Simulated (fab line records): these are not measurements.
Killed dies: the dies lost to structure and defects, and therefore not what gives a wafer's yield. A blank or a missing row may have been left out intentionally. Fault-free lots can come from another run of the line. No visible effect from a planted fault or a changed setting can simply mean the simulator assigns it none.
Split-lot study	flow n5Finfet	21 wafers read from 7 lots, route of 1938 steps

== ON THE SPLIT ==
At N5_BEOL_M4_DESCUM_33 (chemistry O2, time 7 s), the setting timeS was moved away from the recipe's 7 s on 6 of the 21 wafers read, by -19.9% to +19.9%. For the rest of the wafers, this setting stayed at what the recipe calls for.

== FROM THE SPLIT TO THE READING: what the file shows between them, 1 step ==
- N5_BEOL_M4_ETCH_77: etches underlayer in N2/H2, target depth 6.5 nm, time 5.2 s

== THE READING ==
CAR-EUV_of_BEOL_M4_COAT_22.thkNm (the simulator's own value, which no gauge read), in nm, at N5_BEOL_M4_ETCH_69 (etches SiARC in CF4, target depth 15.6 nm, time 26 s). No usual value for it is given in the file. Across the 15 wafers here that went through the recipe, the average is 11.1 nm and the standard deviation 0.12 nm.

wafer	tool, chamber at the split	timeS as run, s	against the recipe	CAR-EUV_of_BEOL_M4_COAT_22.thkNm, nm	against lot-mates on the recipe
L075.3	rieDiel-03, 1	7	recipe	10.8	-
L075.4	rieDiel-03, 2	7	recipe	11	-
L075.5	rieDiel-03, 3	6.017	-14.0%	11.4	+0.5
L077.2	rieDiel-05, 1	7	recipe	11.2	-
L077.3	rieDiel-05, 3	7	recipe	11	-
L077.5	rieDiel-05, 3	8.391	+19.9%	10.4	-0.7
L081.1	rieDiel-05, 0,2	7	recipe	11	-
L081.2	rieDiel-05, 0,2	7	recipe	11	-
L081.3	rieDiel-05, 3	5.608	-19.9%	11.8	+0.8
L082.1	rieDiel-01, 1	7	recipe	11.2	-
L082.4	rieDiel-01, 3	6.184	-11.7%	11.6	+0.5
L082.5	rieDiel-01, 2	7	recipe	11	-
L084.4	rieDiel-05, 3	7	recipe	11	-
L084.5	rieDiel-05, 3,0	5.723	-18.2%	11.6	+0.6
L084.6	rieDiel-05, 3,0	5.723	-18.2%	11.6	+0.6
L090.1	rieDiel-01, 2,0	7	recipe	11.2	-
L090.3	rieDiel-01, 3	7	recipe	11.2	-
L090.4	rieDiel-01, 2,0	7	recipe	11.2	-
L093.2	rieDiel-05, 0	7	recipe	11.2	-
L093.4	rieDiel-05, 3,2	7	recipe	11	-
L093.5	rieDiel-05, 3,2	7	recipe	11	-
If several chambers appear in one row, that row covers several wafers at once and the file leaves open which wafer was in which chamber.

THE FIT
A straight line over all 21 wafers: CAR-EUV_of_BEOL_M4_COAT_22.thkNm changes by -0.0326 nm for each +1% of timeS; r = -0.93; the points scatter about the line by 0.12 nm.
The same after taking each lot's own level away (the mean of its wafers on the recipe; 21 wafers): -0.036 nm for each +1%; r = -0.98; scatter 0.075 nm.
The reading moves by 0.72 nm for the largest change in timeS, on that fit.
The span of the lots' own levels, 10.90 to 11.20 nm, comes to 2.5 times the standard deviation stated above.
Consequently the slope shifts little with the lot-to-lot level, the two slopes agreeing.
Check: for one of the wafers moved furthest among these (-19.9%), held out of the fit, the line's prediction against its lot-mates is +0.695 nm. It came out at +0.8 nm against them.

== THESE WAFERS: OTHER SPLITS ==
Other splits were also applied to these wafers ahead of the reading. Each is held against what the fit with the lots' levels taken away leaves over:
other split on the same wafers	wafers away from the commonest value	r with CAR-EUV_of_BEOL_M4_COAT_22.thkNm (lot level and that fit taken away)
N5_BEOL_M2_COAT_22 spinRpm	7	-0.01
N5_BEOL_M3_EXPOSE_25 doseMj	6	+0.08
N5_BEOL_M3_ETCH_70 sourceW	7	+0.07
N5_BEOL_M4_DESCUM_16 timeS	6	+0.02
N5_BEOL_M4_ETCH_64 biasW	6	-0.40
N5_BEOL_M4_COAT_67 spinRpm	5	-0.04

== THE WHOLE CHAIN: every reading that the file lists as answering this split, in the file's order ==
step	what it does	reading	change (the file's fit)	r (the file's)
N5_BEOL_M4_DESCUM_33	chemistry O2, time 7 s	CAR-EUV_of_BEOL_M4_COAT_22.thkNm (the simulator's own value, which no gauge read)	-0.0393 nm for each +1% of the setting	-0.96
N5_BEOL_M4_ETCH_77	etches underlayer in N2/H2, target depth 6.5 nm, time 5.2 s	CAR-EUV_of_BEOL_M4_COAT_22.thkNm (the simulator's own value, which no gauge read)	-0.038 nm for each +1% of the setting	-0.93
N5_BEOL_M4_ETCH_69	etches SiARC in CF4, target depth 15.6 nm, time 26 s	CAR-EUV_of_BEOL_M4_COAT_22.thkNm (the simulator's own value, which no gauge read)	-0.0368 nm for each +1% of the setting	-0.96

== THE FILE'S OWN FIT ==
CAR-EUV_of_BEOL_M4_COAT_22.thkNm changes by -0.0368 nm for each +1% of timeS, r = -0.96.
